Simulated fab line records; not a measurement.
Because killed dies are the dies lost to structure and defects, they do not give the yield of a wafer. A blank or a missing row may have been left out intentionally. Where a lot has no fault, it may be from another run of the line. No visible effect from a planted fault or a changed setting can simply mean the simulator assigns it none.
A struck lot beside a sound one :: flow nandHarc :: 14 out of 1302 route steps
Sound: wafers L771.2, L771.3, L771.6. Struck: wafers L784.2, L784.3, L784.6. At the end, the cause is stated.
At each step with rows: each side's tool, then ch and its chambers, then its first start. Under that, the readings that differ: sound wafers :: struck wafers :: difference of the means :: sigmas: that difference in standard deviations of wafers without a fault.
alike: readings whose means differ by less than 2 such deviations, and words and numbers that are the same on both sides. not compared: withheld readings, readings that some wafer has no value for, bounds like >300 that may hide the same value, and numbers for which the record gives no deviation and whose values overlap.
A row with sigmas, a row that says differs or no value, or rows on one side alone: a step with any of these is where the two part. Numbers that have no deviation but don't overlap get no sigmas and don't part them. A reading that every wafer of one side lacks parts them only if that side has two wafers or more.

first, 1 step without rows for these wafers: NHARC_A_CONTACT_ETCH_138 (etches the open film in C4F8/O2/Ar, time 311 s, target depth 1914 nm).
NHARC_A_CONTACT_ETCH_139: etches the open film in C4F8/O2/Ar, time 195 s, target depth 840 nm.
  sound on harCapEtch-02 ch 0,1, day 23 12:13; struck on harCapEtch-01 ch 0,1, day 29 20:28
  alike: oesAirLineAu
  not compared: rfHoursCounterH
then, 1 step without rows for these wafers: NHARC_A_CONTACT_ETCH_92 (etches the open film in CH3F/O2, target depth 40 nm, time 85.7 s).
NHARC_A_CONTACT_ETCH_98: etches the open film in C4F6/O2, target depth 20 nm, time 10 s.
  sound on rieDiel-09 ch 0,1,3; struck on rieDiel-13 ch 0,2,3
  alike: drypumpMotorCurrentA, oesProductAu, rfVppV, showerheadPlenumPTorr, throttleValvePct
  not compared: rfHoursCounterH
NHARC_A_CONTACT_CD_MEAS_15:
  sound on cdSem-01, day 23 12:58; struck on cdSem-02, day 29 21:15
  alike: cdNm
then, 3 steps without rows for these wafers: NHARC_A_CONTACT_STRIP_107 (strips in N2/H2); NHARC_A_CONTACT_STRIP_108 (strips in CF4/CHF3); NHARC_A_CONTACT_STRIP_109 (strips in O2/COS).
NHARC_A_CONTACT_ETCH_110: etches the open film in CF4/O2, target depth 60 nm, overetch 6 nm, time 33 s.
  sound on rieDiel-03 ch 1,3, day 23 13:15; struck on rieDiel-09 ch 0,1,2, day 29 21:35
  alike: drypumpMotorCurrentA, oesProductAu, rfVppV, showerheadPlenumPTorr, throttleValvePct
  not compared: rfHoursCounterH
NHARC_A_CONTACT_STRIP_26: strips in O2.
  sound on rieDiel-03 ch 0,1,2; struck on rieDiel-09 ch 0,1
  alike: drypumpMotorCurrentA, oesProductAu, rfVppV, showerheadPlenumPTorr, throttleValvePct
  not compared: rfHoursCounterH
then, 1 step without rows for these wafers: NHARC_A_CONTACT_STRIP_27 (strips in post etch residue remover, time 600 s).
NHARC_A_CONTACT_ALD_18: deposits TiN, target thk 3 nm, pulse time 1 s, ald cycles 150.
  sound on aldMetal-01 ch 1,2,3, day 23 13:54; struck on aldMetal-01 ch 2,3, day 29 22:19
  alike: heaterPowerW, precursorPulseHeightRel
NHARC_A_CONTACT_CVD_19: deposits W, target thk 300 nm, time 802 s.
  sound on cvdW-02 ch 0,1, day 23 14:07; struck on cvdW-02 ch 0,1, day 29 22:29
  alike: heaterPowerW, throttleValvePct
NHARC_A_CONTACT_CMP_20: polishes, t overpolish 30 s, target thk 300 nm.
  sound on cmp-04 ch 0,1,2, day 23 15:03; struck on cmp-04 ch 1,2, day 29 23:22
reading: timeToEndpointS (s)
sound: 57 62 61
struck: 108 114 106
difference: +49
sigmas: +15
  alike: motorCurrentA, overpolishRunS

## WHERE THEY PART
At NHARC_A_CONTACT_CMP_20 and nowhere else, as far as this record goes.

WHY: the cause the simulator had injected
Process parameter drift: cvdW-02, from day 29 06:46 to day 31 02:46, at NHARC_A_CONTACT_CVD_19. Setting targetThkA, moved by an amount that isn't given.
